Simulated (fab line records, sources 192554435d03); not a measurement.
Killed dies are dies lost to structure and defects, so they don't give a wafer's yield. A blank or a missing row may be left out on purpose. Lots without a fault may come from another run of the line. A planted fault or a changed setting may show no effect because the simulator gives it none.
fab line records | flow n5_finfet
record lots=5 wafers=15 last_day=20
route steps=1938 shown BEOL_M4@1071
lots that met no fault: from a run of the same line without faults
start_h: hours from the record's first day to the start of the lot's first wafer shown | wait_h: hours since the lot's step before | " the same as in the row above | L1.1+2: a row that stands for several wafers | - no value, or no start given | * or withheld: withheld | < > ~ a bound
route shown NAME@n: a module of which the file shows steps, and the number in the route of the first | usual: mean/standard deviation of fault-free wafers | same: alike in all rows | chamber/n: place in a boat | sites: the reading at each site | _std_site: their standard deviation | _edge_site: outer sites' mean less inner sites' | radius_mm: how far each site lies from the wafer's centre | mask NAME#n: copy n | behind: the tool/chamber that last shaped the wafer | hold: why the lot was held/for how many hours/how that ended | device: the transistor (n, p or np) that didn't switch | end of line: the same wafers' tests at the end of the route | a step without rows: its recipe alone | killed: dies lost to structure and defects at the first sort, not the wafer's yield | map: a wafer's dies, x killed, . not, _ none there
set.NAME: the setting as run; set.NAME@STEP: as run at that earlier step | model.NAME: the simulator's own value behind a step, which no gauge read
lots at some steps of the route; a table a step, a row a wafer
services: from which hour (start_h, from the record's first day; less than 0 if before it) a tool's chamber was out of use, for how many hours, and why
## steps
# step N5_BEOL_M4_ETCH_41
# recipe chemistry=CH3F/O2 target=SiCN target_depth_a=299 taper_deg=2 time_s=52.5 ion_energy_ev=120 mask_material=TiN pressure_mtorr=30 source_w=395 bias_w=75 Ar_flow_sccm=150 CH3F_flow_sccm=30 O2_flow_sccm=20
# usual chamber_pressure_mTorr=30.000/0.026 drypump_motor_current_A=5.9/0.57 oes_product_au=0.83/0.08 rf_fwd_power_W=391.7/1.4 rf_vpp_V=297.7/1.9 showerhead_plenum_p_Torr=2.02/0.094 throttle_valve_pct=16.22/0.26
# columns lot.wafer tool chamber start_h wait_h chamber_pressure_mTorr drypump_motor_current_A oes_product_au rf_fwd_power_W rf_hours_counter_h rf_vpp_V showerhead_plenum_p_Torr throttle_valve_pct
L076.2 rie_diel-03 0 - - 29.984 5.0 0.69 390.1 237 296.5 1.97 16.15
L076.3 " 1 " " 30.023 6.3 0.84 391.6 74 296.4 1.93 16.48
L076.4 " 3 " " 29.978 6.0 1.00 388.8 - 299.2 2.13 15.93
L077.1 rie_diel-02 0 - - 29.988 5.3 0.82 393.3 64 300.1 2.13 16.45
L077.4 " 0 " " 29.970 5.3 0.82 393.5 - 299.8 2.13 16.43
L077.5 " 3 " " 29.943 6.8 0.79 392.7 - 298.9 2.10 16.39
L081.1 rie_diel-03 2 - - 29.950 5.8 0.91 389.1 36 300.5 2.13 16.20
L081.3 " 3 " " 30.001 6.0 0.95 389.9 22 299.8 2.13 15.97
L081.4 " 1 " " 30.033 6.3 0.82 394.3 - 295.1 1.93 16.51
L082.1 rie_diel-03 1 - - 30.000 6.2 0.80 390.9 99 295.4 1.93 16.53
L082.2 " 3 " " 29.983 6.0 0.94 391.9 31 300.7 2.12 15.98
L082.3 " 0 " " 30.058 5.0 0.96 391.4 1 296.7 1.96 15.77
L092.1 rie_diel-02 0 - - 30.024 5.3 0.78 392.4 103 300.3 2.12 16.52
L092.3 " 2 " " 29.991 6.5 0.73 392.0 215 294.9 1.89 16.36
L092.4 " 3 " " 30.008 6.8 0.76 391.6 139 300.1 2.08 16.49
# step N5_BEOL_M4_STRIP_97
# recipe chemistry=N2/H2 time_s=10 power_w=450 temp_c=40 pressure_mtorr=20 rf_frequency_hz=6e+07 bias_power_w=7 n2_flow_sccm=200 h2_flow_sccm=200
# usual chamber_pressure_mTorr=20.003/0.018 drypump_motor_current_A=5.9/0.57 oes_product_au=0.82/0.079 rf_vpp_V=59.3/0.82 showerhead_plenum_p_Torr=2.57/0.11 throttle_valve_pct=23.65/0.3
# columns lot.wafer tool chamber start_h wait_h chamber_pressure_mTorr drypump_motor_current_A oes_product_au rf_hours_counter_h rf_vpp_V showerhead_plenum_p_Torr throttle_valve_pct
L076.2 rie_diel-03 0 - - 20.019 5.0 0.68 237 59.5 2.49 23.44
L076.3 " 1 " " 20.005 6.3 0.83 74 60.0 2.48 24.08
L076.4 " 3 " " 20.005 5.9 0.98 - 59.6 2.71 23.47
L077.1 rie_diel-02 0 - - 20.004 5.3 0.81 64 59.4 2.68 23.67
L077.4 " 0 " " 20.015 5.3 0.82 - 60.2 2.68 23.65
L077.5 " 3 " " 19.973 6.8 0.79 - 59.6 2.68 23.96
L081.1 rie_diel-03 2 - - 20.014 5.7 0.89 36 60.6 2.68 23.40
L081.3 " 3 " " 20.010 6.0 0.91 22 58.7 2.71 23.49
L081.4 " 1 " " 19.999 6.3 0.80 - 59.5 2.47 24.08
L082.1 rie_diel-03 1 - - 20.017 6.3 0.80 99 59.0 2.46 24.09
L082.2 " 3 " " 19.965 6.0 0.91 31 59.4 2.70 23.52
L082.3 " 0 " " 20.029 5.0 0.95 1 58.4 2.49 23.32
L092.1 rie_diel-02 0 - - 19.992 5.3 0.78 103 57.9 2.67 23.70
L092.3 " 2 " " 20.023 6.5 0.71 215 59.1 2.41 23.82
L092.4 " 3 " " 20.035 6.8 0.74 139 60.6 2.66 24.00
# step N5_BEOL_M4_OCD_MEAS_38
# usual trench_depth_nm=55.8/1.1
# columns lot.wafer tool chamber start_h wait_h trench_depth_nm
L076.2 ocd-01 - 233.58 - 55.7
L076.3 " - " " 56.5
L076.4 " - " " 58.2
L077.1 ocd-01 - 250.65 - 54.7
L077.4 " - " " 54.3
L077.5 " - " " 56.4
L081.1 ocd-01 - 272.55 - 56.1
L081.3 " - " " 58.2
L081.4 " - " " 56.5
L082.1 ocd-01 - 291.16 - 55.1
L082.2 " - " " 57.3
L082.3 " - " " 55.6
L092.1 ocd-01 - 359.73 - 53.8
L092.3 " - " " 55.6
L092.4 " - " " 55.7
# step N5_BEOL_M4_HM_STRIP_39
# recipe chemistry=peroxide_tin_strip material=TiN target_depth_a=250 temp_c=50 time_s=158
# usual bath_heat_duty_pct=7.3/0.86
# columns lot.wafer tool chamber start_h wait_h bath_heat_duty_pct
L076.2 wet_bench-01 7 233.61 0.0 8.2
L076.3 " 6 " " 6.9
L076.4 " 4 " " 5.9
L077.1 wet_bench-04 5 250.68 0.0 6.8
L077.4 " 3 " " 7.3
L077.5 " 7 " " 6.2
L081.1 wet_bench-01 6 272.58 0.0 7.8
L081.3 " 0 " " 5.0
L081.4 " 7 " " 8.2
L082.1 wet_bench-04 1 291.20 0.0 6.9
L082.2 " 3 " " 7.1
L082.3 " 7 " " 6.8
L092.1 wet_bench-04 2 359.77 0.0 6.9
L092.3 " 7 " " 6.2
L092.4 " 3 " " 6.5
# step N5_BEOL_M4_SRD_40
# recipe time_s=30 temp_c=23 rinse_liquid=diw dry=ipa_marangoni
# usual bath_heat_duty_pct=3.7/0.48
# columns lot.wafer tool chamber start_h wait_h bath_heat_duty_pct
L076.2 wet_bench-01 7 233.66 0.0 3.9
L076.3 " 6 " " 3.3
L076.4 " 4 " " 3.4
L077.1 wet_bench-04 5 250.73 0.0 4.1
L077.4 " 3 " " 3.5
L077.5 " 7 " " 3.4
L081.1 wet_bench-01 6 272.63 0.0 4.1
L081.3 " 0 " " 3.5
L081.4 " 7 " " 4.4
L082.1 wet_bench-04 1 291.24 0.0 4.2
L082.2 " 3 " " 3.6
L082.3 " 7 " " 3.6
L092.1 wet_bench-04 2 359.81 0.0 3.3
L092.3 " 7 " " 3.7
L092.4 " 3 " " 3.5
# step N5_BEOL_M4_PRECLEAN_42
# recipe chemistry=residue_remover time_s=60 temp_c=40
# usual bath_heat_duty_pct=4.6/0.55
# columns lot.wafer tool chamber start_h wait_h bath_heat_duty_pct
L076.2 wet_bench-01 7 233.68 0.0 5.2
L076.3 " 6 " " 4.8
L076.4 " 4 " " 3.7
L077.1 wet_bench-04 5 250.75 0.0 4.5
L077.4 " 3 " " 4.0
L077.5 " 7 " " 4.5
L081.1 wet_bench-01 6 272.65 0.0 4.7
L081.3 " 0 " " 3.4
L081.4 " 7 " " 4.5
L082.1 wet_bench-04 1 291.26 0.0 4.3
L082.2 " 3 " " 4.5
L082.3 " 7 " " 4.1
L092.1 wet_bench-04 2 359.83 0.0 4.4
L092.3 " 7 " " 4.3
L092.4 " 3 " " 4.2
# step N5_BEOL_M4_SRD_43
# recipe time_s=30 temp_c=23 rinse_liquid=diw dry=ipa_marangoni
# usual bath_heat_duty_pct=3.8/0.52
# columns lot.wafer tool chamber start_h wait_h bath_heat_duty_pct
L076.2 wet_bench-01 7 233.69 0.0 4.7
L076.3 " 6 " " 4.1
L076.4 " 4 " " 3.0
L077.1 wet_bench-04 5 250.76 0.0 3.5
L077.4 " 3 " " 3.8
L077.5 " 7 " " 3.0
L081.1 wet_bench-01 6 272.66 0.0 3.9
L081.3 " 0 " " 2.9
L081.4 " 7 " " 4.2
L082.1 wet_bench-04 1 291.28 0.0 4.0
L082.2 " 3 " " 3.4
L082.3 " 7 " " 3.5
L092.1 wet_bench-04 2 359.85 0.0 3.1
L092.3 " 7 " " 3.2
L092.4 " 3 " " 3.5
# step N5_BEOL_M4_CD_MEAS_35
# recipe target_cd_nm=18 target_cd_y_nm=22.4 polarity=opening
# usual cd_nm=18.0/0.34
# columns lot.wafer tool chamber start_h wait_h cd_nm
L076.2 cd_sem-03 - 233.73 0.0 18.1
L076.3 " - " " 18.4
L076.4 " - " " 17.1
L077.1 cd_sem-01 - 250.80 0.0 17.4
L077.4 " - " " 18.2
L077.5 " - " " 17.5
L081.1 cd_sem-01 - 272.70 0.0 17.8
L081.3 " - " " 17.7
L081.4 " - " " 18.5
L082.1 cd_sem-03 - 291.32 0.0 17.8
L082.2 " - " " 17.6
L082.3 " - " " 18.5
L092.1 cd_sem-03 - 359.89 0.0 18.3
L092.3 " - " " 18.0
L092.4 " - " " 18.2
# step N5_BEOL_M4_DEGAS_44
# recipe ambient=vacuum temp_c=250 time_s=60
# usual heater_power_w=336/26
# columns lot.wafer tool chamber start_h wait_h heater_power_w
L076.2 pvd_sputter-03 - 234.00 0.3 334
L076.3 " - " " 407
L076.4 " - " " 349
L077.1 pvd_sputter-02 - 251.28 0.5 317
L077.4 " - " " 385
L077.5 " - " " 348
L081.1 pvd_sputter-02 - 273.05 0.3 317
L081.3 " - " " 349
L081.4 " - " " 313
L082.1 pvd_sputter-02 - 291.72 0.4 317
L082.2 " - " " 311
L082.3 " - " " 347
L092.1 pvd_sputter-01 - 359.95 0.1 326
L092.3 " - " " 353
L092.4 " - " " 319
# step N5_BEOL_M4_PRE_CLEAN_45
# recipe gas=H2/He time_s=30 temp_c=250
# usual heater_power_w=336/26
# columns lot.wafer tool chamber start_h wait_h heater_power_w
L076.2 pvd_sputter-03 - 234.04 0.0 344
L076.3 " - " " 409
L076.4 " - " " 345
L077.1 pvd_sputter-02 - 251.32 0.0 303
L077.4 " - " " 381
L077.5 " - " " 364
L081.1 pvd_sputter-02 - 273.09 0.0 313
L081.3 " - " " 347
L081.4 " - " " 312
L082.1 pvd_sputter-02 - 291.76 0.0 315
L082.2 " - " " 317
L082.3 " - " " 356
L092.1 pvd_sputter-01 - 359.99 0.0 330
L092.3 " - " " 340
L092.4 " - " " 334
# step N5_BEOL_M4_ALD_84
# recipe material=TaN target_thk_a=* temp_c=275 ald_precursor_family=PDMAT ald_co_reactant=NH3 pressure_torr=3 carrier_flow_sccm=1500 pulse_time_s=2 purge_time_s=3 co_reactant_purge_time_s=2 co_reactant_pulse_time_s=3 ald_cycles=30 precursor_vessel_temp_c=75 precursor_vessel_pressure_torr=26.25 precursor_vessel_carrier_sccm=1000
# usual heater_power_w=406/47 mfc_carrier_sccm=1500/4.4
# columns lot.wafer tool chamber start_h wait_h heater_power_w mfc_carrier_sccm
L076.2 ald_metal-04 0 234.10 0.0 427 1499
L076.3 " 2 " " 398 1498
L076.4 " 3 " " 433 1490
L077.1 ald_metal-01 1 251.38 0.0 423 1494
L077.4 " 2 " " 403 1509
L077.5 " 2 " " 418 1504
L081.1 ald_metal-03 1 273.15 0.0 444 1491
L081.3 " 0 " " 496 1496
L081.4 " 3 " " 381 1492
L082.1 ald_metal-03 1 291.83 0.1 432 1502
L082.2 " 0 " " 485 1505
L082.3 " 2 " " 313 1502
L092.1 ald_metal-04 1 360.05 0.0 349 1497
L092.3 " 0 " " 381 1503
L092.4 " 3 " " 432 1494
# step N5_BEOL_M4_SURFACE_TREAT_85
# recipe gas=Ar time_s=* ion_energy_ev=* ion_current_ma_cm2=0.5 pressure_mtorr=* ar_flow_sccm=30
# usual pressure_mtorr=* throttle_valve_pct=*
# columns lot.wafer tool chamber start_h wait_h pressure_mtorr throttle_valve_pct
L076.2 pvd_sputter-03 - 234.38 0.2 * *
L076.3 " - " " * *
L076.4 " - " " * *
L077.1 pvd_sputter-03 - 251.63 0.1 * *
L077.4 " - " " * *
L077.5 " - " " * *
L081.1 pvd_sputter-02 - 273.41 0.2 * *
L081.3 " - " " * *
L081.4 " - " " * *
L082.1 pvd_sputter-02 - 292.28 0.3 * *
L082.2 " - " " * *
L082.3 " - " " * *
L092.1 pvd_sputter-02 - 360.28 0.1 * *
L092.3 " - " " * *
L092.4 " - " " * *
# step N5_BEOL_M4_CVD_47
# recipe material=Co target_thk_a=30 temp_c=withheld precursor=CCTBA/H2 pressure_torr=30 time_s=223.8
# columns lot.wafer tool chamber start_h wait_h
L076.2+3+4 cvd_co-01 0,1,1 234.62 0.2
L077.1+4+5 cvd_co-02 0,1,1 251.82 0.2
L081.1+3+4 cvd_co-02 0,2,2 273.51 0.1
L082.1+2+3 cvd_co-02 2,0,1 292.34 0.0
L092.1+3+4 cvd_co-02 2,0,2 360.34 0.0
# step N5_BEOL_M4_SPUTTER_48
# recipe material=Cu target_thk_a=45 temp_c=-20 chamber_pressure_pa=0.07 power_w=withheld time_s=8.29
# usual chamber_pressure_pa=0.07001/0.00013 chuck_gas_flow_sccm=1.26/0.058 throttle_valve_pct=29.7/0.86
# columns lot.wafer tool chamber start_h wait_h chamber_pressure_pa chuck_gas_flow_sccm throttle_valve_pct
L076.2 pvd_sputter-03 - 236.26 1.6 0.06989 1.23 30.5
L076.3 " - " " 0.06988 1.25 30.1
L076.4 " - " " 0.07012 1.26 28.6
L077.1 pvd_sputter-01 - 252.12 0.2 0.06987 1.33 31.1
L077.4 " - " " 0.0699 1.21 28.6
L077.5 " - " " 0.07008 1.26 28.9
L081.1 pvd_sputter-01 - 274.83 1.3 0.06987 1.29 29.4
L081.3 " - " " 0.07006 1.32 28.3
L081.4 " - " " 0.07013 1.29 31.1
L082.1 pvd_sputter-01 - 292.57 0.2 0.0702 1.28 31.4
L082.2 " - " " 0.06997 1.31 28.8
L082.3 " - " " 0.07006 1.22 29.6
L092.1 pvd_sputter-02 - 360.58 0.2 0.07016 1.37 29.2
L092.3 " - " " 0.06995 1.21 30.6
L092.4 " - " " 0.06976 1.26 29.3
# step N5_BEOL_M4_ANNEAL_49
# recipe temp_c=400 time_s=240 ambient=vacuum
# usual heater_power_w=841/69
# columns lot.wafer tool chamber start_h wait_h heater_power_w
L076.2 pvd_sputter-03 - 236.34 0.0 1008
L076.3 " - " " 785
L076.4 " - " " 879
L077.1 pvd_sputter-01 - 252.20 0.0 854
L077.4 " - " " 765
L077.5 " - " " 766
L081.1 pvd_sputter-01 - 274.91 0.0 822
L081.3 " - " " 776
L081.4 " - " " 864
L082.1 pvd_sputter-01 - 292.65 0.0 874
L082.2 " - " " 798
L082.3 " - " " 815
L092.1 pvd_sputter-02 - 360.66 0.0 947
L092.3 " - " " 893
L092.4 " - " " 780
# step N5_BEOL_M4_SPUTTER_79
# recipe material=Cu target_thk_a=45 temp_c=-20 chamber_pressure_pa=0.07 power_w=withheld time_s=8.29
# usual chamber_pressure_pa=0.06999/0.00014 chuck_gas_flow_sccm=1.26/0.053 throttle_valve_pct=29.7/0.88
# columns lot.wafer tool chamber start_h wait_h chamber_pressure_pa chuck_gas_flow_sccm throttle_valve_pct
L076.2 pvd_sputter-03 - 236.48 0.1 0.07 1.25 30.9
L076.3 " - " " 0.07008 1.17 29.9
L076.4 " - " " 0.06982 1.27 28.3
L077.1 pvd_sputter-01 - 252.34 0.1 0.07022 1.33 31.2
L077.4 " - " " 0.06995 1.25 28.7
L077.5 " - " " 0.07002 1.26 28.6
L081.1 pvd_sputter-01 - 275.05 0.1 0.07028 1.28 29.3
L081.3 " - " " 0.06999 1.28 28.7
L081.4 " - " " 0.07027 1.29 31.3
L082.1 pvd_sputter-01 - 292.79 0.1 0.07005 1.30 31.1
L082.2 " - " " 0.06986 1.20 28.6
L082.3 " - " " 0.07002 1.22 29.5
L092.1 pvd_sputter-02 - 360.80 0.1 0.07008 1.33 29.2
L092.3 " - " " 0.07015 1.22 30.6
L092.4 " - " " 0.0699 1.14 29.3
# step N5_BEOL_M4_ANNEAL_80
# recipe temp_c=400 time_s=240 ambient=vacuum
# usual heater_power_w=843/70
# columns lot.wafer tool chamber start_h wait_h heater_power_w
L076.2 pvd_sputter-03 - 236.56 0.0 1006
L076.3 " - " " 789
L076.4 " - " " 870
L077.1 pvd_sputter-01 - 252.42 0.0 839
L077.4 " - " " 774
L077.5 " - " " 769
L081.1 pvd_sputter-01 - 275.13 0.0 845
L081.3 " - " " 772
L081.4 " - " " 852
L082.1 pvd_sputter-01 - 292.87 0.0 880
L082.2 " - " " 775
L082.3 " - " " 803
L092.1 pvd_sputter-02 - 360.88 0.0 976
L092.3 " - " " 866
L092.4 " - " " 778
# step N5_BEOL_M4_SPUTTER_81
# recipe material=Cu target_thk_a=45 temp_c=-20 chamber_pressure_pa=0.07 power_w=withheld time_s=8.29
# usual chamber_pressure_pa=0.07001/0.00015 chuck_gas_flow_sccm=1.26/0.058 throttle_valve_pct=29.7/0.86
# columns lot.wafer tool chamber start_h wait_h chamber_pressure_pa chuck_gas_flow_sccm throttle_valve_pct
L076.2 pvd_sputter-03 - 236.70 0.1 0.07006 1.22 30.7
L076.3 " - " " 0.06989 1.23 29.8
L076.4 " - " " 0.07007 1.21 28.7
L077.1 pvd_sputter-01 - 252.56 0.1 0.06994 1.29 31.1
L077.4 " - " " 0.07004 1.36 28.8
L077.5 " - " " 0.06995 1.36 29.0
L081.1 pvd_sputter-01 - 275.27 0.1 0.06989 1.22 29.4
L081.3 " - " " 0.07014 1.25 28.7
L081.4 " - " " 0.06998 1.31 31.4
L082.1 pvd_sputter-01 - 293.01 0.1 0.07002 1.35 31.4
L082.2 " - " " 0.07001 1.26 29.0
L082.3 " - " " 0.07019 1.21 29.8
L092.1 pvd_sputter-02 - 361.02 0.1 0.0698 1.26 28.9
L092.3 " - " " 0.07 1.27 30.6
L092.4 " - " " 0.07002 1.28 29.4
# step N5_BEOL_M4_ANNEAL_82
# recipe temp_c=400 time_s=240 ambient=vacuum
# usual heater_power_w=842/70
# columns lot.wafer tool chamber start_h wait_h heater_power_w
L076.2 pvd_sputter-03 - 236.78 0.0 1012
L076.3 " - " " 767
L076.4 " - " " 875
L077.1 pvd_sputter-01 - 252.64 0.0 835
L077.4 " - " " 772
L077.5 " - " " 784
L081.1 pvd_sputter-01 - 275.35 0.0 808
L081.3 " - " " 783
L081.4 " - " " 866
L082.1 pvd_sputter-01 - 293.09 0.0 858
L082.2 " - " " 769
L082.3 " - " " 808
L092.1 pvd_sputter-02 - 361.10 0.0 929
L092.3 " - " " 868
L092.4 " - " " 789
# step N5_BEOL_M4_SPUTTER_86
# recipe material=Cu target_thk_a=45 temp_c=-20 chamber_pressure_pa=0.07 power_w=withheld time_s=8.29
# usual chamber_pressure_pa=0.07001/0.00014 chuck_gas_flow_sccm=1.26/0.052 throttle_valve_pct=29.7/0.86
# columns lot.wafer tool chamber start_h wait_h chamber_pressure_pa chuck_gas_flow_sccm throttle_valve_pct
L076.2 pvd_sputter-03 - 236.92 0.1 0.07017 1.26 30.9
L076.3 " - " " 0.07 1.28 29.9
L076.4 " - " " 0.07025 1.33 28.6
L077.1 pvd_sputter-01 - 252.78 0.1 0.06996 1.18 31.2
L077.4 " - " " 0.07003 1.38 28.9
L077.5 " - " " 0.06994 1.20 28.8
L081.1 pvd_sputter-01 - 275.49 0.1 0.06991 1.24 29.7
L081.3 " - " " 0.06986 1.22 28.7
L081.4 " - " " 0.07021 1.31 31.3
L082.1 pvd_sputter-01 - 293.23 0.1 0.07008 1.36 31.0
L082.2 " - " " 0.07002 1.36 28.8
L082.3 " - " " 0.07018 1.35 29.6
L092.1 pvd_sputter-02 - 361.24 0.1 0.07003 1.22 29.2
L092.3 " - " " 0.07003 1.22 30.8
L092.4 " - " " 0.06984 1.28 29.3
# step N5_BEOL_M4_ANNEAL_87
# recipe temp_c=400 time_s=240 ambient=vacuum
# usual heater_power_w=843/69
# columns lot.wafer tool chamber start_h wait_h heater_power_w
L076.2 pvd_sputter-03 - 237.00 0.0 994
L076.3 " - " " 769
L076.4 " - " " 897
L077.1 pvd_sputter-01 - 252.86 0.0 860
L077.4 " - " " 770
L077.5 " - " " 761
L081.1 pvd_sputter-01 - 275.57 0.0 813
L081.3 " - " " 808
L081.4 " - " " 860
L082.1 pvd_sputter-01 - 293.31 0.0 878
L082.2 " - " " 751
L082.3 " - " " 807
L092.1 pvd_sputter-02 - 361.32 0.0 968
L092.3 " - " " 872
L092.4 " - " " 782
# step N5_BEOL_M4_SPUTTER_88
# recipe material=Cu target_thk_a=45 temp_c=-20 chamber_pressure_pa=0.07 power_w=withheld time_s=8.29
# usual chamber_pressure_pa=0.07/0.00016 chuck_gas_flow_sccm=1.26/0.051 throttle_valve_pct=29.7/0.87
# columns lot.wafer tool chamber start_h wait_h chamber_pressure_pa chuck_gas_flow_sccm throttle_valve_pct
L076.2 pvd_sputter-03 - 237.14 0.1 0.06992 1.22 30.8
L076.3 " - " " 0.06991 1.30 29.9
L076.4 " - " " 0.0701 1.35 28.8
L077.1 pvd_sputter-01 - 253.00 0.1 0.07001 1.21 31.0
L077.4 " - " " 0.06994 1.32 29.0
L077.5 " - " " 0.0701 1.25 28.4
L081.1 pvd_sputter-01 - 275.71 0.1 0.07 1.30 29.7
L081.3 " - " " 0.06997 1.21 28.8
L081.4 " - " " 0.06984 1.31 31.4
L082.1 pvd_sputter-01 - 293.45 0.1 0.07001 1.24 31.1
L082.2 " - " " 0.07002 1.31 28.9
L082.3 " - " " 0.06965 1.22 29.8
L092.1 pvd_sputter-02 - 361.46 0.1 0.07017 1.21 29.2
L092.3 " - " " 0.06998 1.31 30.4
L092.4 " - " " 0.07038 1.31 29.4
# step N5_BEOL_M4_ANNEAL_89
# recipe temp_c=400 time_s=240 ambient=vacuum
# usual heater_power_w=842/70
# columns lot.wafer tool chamber start_h wait_h heater_power_w
L076.2 pvd_sputter-03 - 237.22 0.0 994
L076.3 " - " " 777
L076.4 " - " " 873
L077.1 pvd_sputter-01 - 253.08 0.0 876
L077.4 " - " " 788
L077.5 " - " " 765
L081.1 pvd_sputter-01 - 275.79 0.0 798
L081.3 " - " " 794
L081.4 " - " " 857
L082.1 pvd_sputter-01 - 293.53 0.0 885
L082.2 " - " " 763
L082.3 " - " " 799
L092.1 pvd_sputter-02 - 361.54 0.0 942
L092.3 " - " " 907
L092.4 " - " " 778
# step N5_BEOL_M4_SPUTTER_90
# recipe material=Cu target_thk_a=45 temp_c=-20 chamber_pressure_pa=0.07 power_w=withheld time_s=8.29
# usual chamber_pressure_pa=0.06999/0.00014 chuck_gas_flow_sccm=1.26/0.057 throttle_valve_pct=29.7/0.88
# columns lot.wafer tool chamber start_h wait_h chamber_pressure_pa chuck_gas_flow_sccm throttle_valve_pct
L076.2 pvd_sputter-03 - 237.36 0.1 0.06999 1.20 30.9
L076.3 " - " " 0.07015 1.34 29.8
L076.4 " - " " 0.06994 1.24 28.4
L077.1 pvd_sputter-01 - 253.22 0.1 0.06993 1.27 30.9
L077.4 " - " " 0.06991 1.15 28.8
L077.5 " - " " 0.06974 1.24 28.7
L081.1 pvd_sputter-01 - 275.93 0.1 0.06969 1.24 29.8
L081.3 " - " " 0.06983 1.26 28.5
L081.4 " - " " 0.0703 1.24 31.0
L082.1 pvd_sputter-01 - 293.67 0.1 0.06997 1.27 31.2
L082.2 " - " " 0.06994 1.27 28.6
L082.3 " - " " 0.06991 1.23 29.5
L092.1 pvd_sputter-02 - 361.68 0.1 0.07032 1.22 29.1
L092.3 " - " " 0.07026 1.23 30.7
L092.4 " - " " 0.07001 1.12 29.3
# step N5_BEOL_M4_ANNEAL_91
# recipe temp_c=400 time_s=240 ambient=vacuum
# usual heater_power_w=843/69
# columns lot.wafer tool chamber start_h wait_h heater_power_w
L076.2 pvd_sputter-03 - 237.44 0.0 1017
L076.3 " - " " 774
L076.4 " - " " 882
L077.1 pvd_sputter-01 - 253.30 0.0 866
L077.4 " - " " 765
L077.5 " - " " 767
L081.1 pvd_sputter-01 - 276.01 0.0 808
L081.3 " - " " 796
L081.4 " - " " 867
L082.1 pvd_sputter-01 - 293.75 0.0 884
L082.2 " - " " 782
L082.3 " - " " 811
L092.1 pvd_sputter-02 - 361.76 0.0 954
L092.3 " - " " 899
L092.4 " - " " 781
# step N5_BEOL_M4_SPUTTER_92
# recipe material=Cu target_thk_a=45 temp_c=-20 chamber_pressure_pa=0.07 power_w=withheld time_s=8.29
# usual chamber_pressure_pa=0.06998/0.00013 chuck_gas_flow_sccm=1.26/0.056 throttle_valve_pct=29.7/0.89
# columns lot.wafer tool chamber start_h wait_h chamber_pressure_pa chuck_gas_flow_sccm throttle_valve_pct
L076.2 pvd_sputter-03 - 237.58 0.1 0.0699 1.16 30.8
L076.3 " - " " 0.06984 1.31 30.0
L076.4 " - " " 0.07 1.28 28.4
L077.1 pvd_sputter-01 - 253.44 0.1 0.06967 1.35 31.4
L077.4 " - " " 0.06986 1.27 28.6
L077.5 " - " " 0.07019 1.22 28.8
L081.1 pvd_sputter-01 - 276.15 0.1 0.06991 1.23 29.5
L081.3 " - " " 0.07012 1.22 28.8
L081.4 " - " " 0.07005 1.27 31.0
L082.1 pvd_sputter-01 - 293.89 0.1 0.07013 1.39 31.4
L082.2 " - " " 0.06985 1.25 28.5
L082.3 " - " " 0.07017 1.32 29.6
L092.1 pvd_sputter-02 - 361.90 0.1 0.0701 1.29 29.0
L092.3 " - " " 0.06993 1.16 30.6
L092.4 " - " " 0.06985 1.19 29.2
# step N5_BEOL_M4_ANNEAL_93
# recipe temp_c=400 time_s=240 ambient=vacuum
# usual heater_power_w=841/68
# columns lot.wafer tool chamber start_h wait_h heater_power_w
L076.2 pvd_sputter-03 - 237.66 0.0 1007
L076.3 " - " " 780
L076.4 " - " " 902
L077.1 pvd_sputter-01 - 253.52 0.0 841
L077.4 " - " " 776
L077.5 " - " " 788
L081.1 pvd_sputter-01 - 276.23 0.0 797
L081.3 " - " " 771
L081.4 " - " " 871
L082.1 pvd_sputter-01 - 293.97 0.0 873
L082.2 " - " " 782
L082.3 " - " " 830
L092.1 pvd_sputter-02 - 361.98 0.0 945
L092.3 " - " " 885
L092.4 " - " " 797
# step N5_BEOL_M4_SPUTTER_94
# recipe material=Cu target_thk_a=45 temp_c=-20 chamber_pressure_pa=0.07 power_w=withheld time_s=8.29
# usual chamber_pressure_pa=0.06998/0.00013 chuck_gas_flow_sccm=1.26/0.052 throttle_valve_pct=29.7/0.87
# columns lot.wafer tool chamber start_h wait_h chamber_pressure_pa chuck_gas_flow_sccm throttle_valve_pct
L076.2 pvd_sputter-03 - 237.80 0.1 0.06993 1.22 30.9
L076.3 " - " " 0.07004 1.26 30.0
L076.4 " - " " 0.06998 1.28 28.6
L077.1 pvd_sputter-01 - 253.66 0.1 0.07024 1.26 31.0
L077.4 " - " " 0.06978 1.25 28.6
L077.5 " - " " 0.06995 1.22 29.1
L081.1 pvd_sputter-01 - 276.37 0.1 0.07004 1.23 29.7
L081.3 " - " " 0.06997 1.31 28.7
L081.4 " - " " 0.0701 1.34 31.4
L082.1 pvd_sputter-01 - 294.11 0.1 0.06996 1.31 31.0
L082.2 " - " " 0.07025 1.28 28.7
L082.3 " - " " 0.06998 1.36 29.5
L092.1 pvd_sputter-02 - 362.12 0.1 0.07003 1.32 29.0
L092.3 " - " " 0.06991 1.28 30.6
L092.4 " - " " 0.06979 1.32 29.4
# step N5_BEOL_M4_ANNEAL_95
# recipe temp_c=400 time_s=240 ambient=vacuum
# usual heater_power_w=842/68
# columns lot.wafer tool chamber start_h wait_h heater_power_w
L076.2 pvd_sputter-03 - 237.88 0.0 995
L076.3 " - " " 781
L076.4 " - " " 894
L077.1 pvd_sputter-01 - 253.74 0.0 864
L077.4 " - " " 790
L077.5 " - " " 796
L081.1 pvd_sputter-01 - 276.45 0.0 803
L081.3 " - " " 773
L081.4 " - " " 859
L082.1 pvd_sputter-01 - 294.19 0.0 858
L082.2 " - " " 761
L082.3 " - " " 803
L092.1 pvd_sputter-02 - 362.20 0.0 953
L092.3 " - " " 883
L092.4 " - " " 803
## services
# columns tool chamber start_h hours kind
rie_diel-03 2 231.55 11.5 repair
rie_diel-02 1 247.44 4.9 repair
ald_metal-04 3 256.82 7.7 repair
pvd_sputter-02 - 257.78 8.9 repair
cvd_co-01 - 261.11 0.5 repair
ald_metal-04 1 261.26 26.1 repair
ald_metal-03 2 265.85 3.7 repair
rie_diel-03 0 266.35 - clean
rie_diel-03 0 266.35 - consumable_replace:focus_ring
rie_diel-03 0 266.35 23.3 scheduled_down
rie_diel-03 0 266.35 23.3 vent_cycle
wet_bench-01 - 281.98 1.6 repair
rie_diel-03 2 283.66 7.7 repair
cvd_co-01 0 297.63 23.3 repair
ald_metal-04 - 321.80 1.1 repair
pvd_sputter-02 - 325.03 0.5 repair
ald_metal-01 - 325.06 0.9 repair
ald_metal-04 - 337.25 14.0 pm
ald_metal-04 0 337.25 14.0 vent_cycle
ald_metal-04 1 337.25 14.0 vent_cycle
ald_metal-04 2 337.25 14.0 vent_cycle
cvd_co-02 1 343.61 18.8 repair
pvd_sputter-02 - 345.96 8.9 repair
ald_metal-01 - 353.25 0.6 repair
## key
fault none
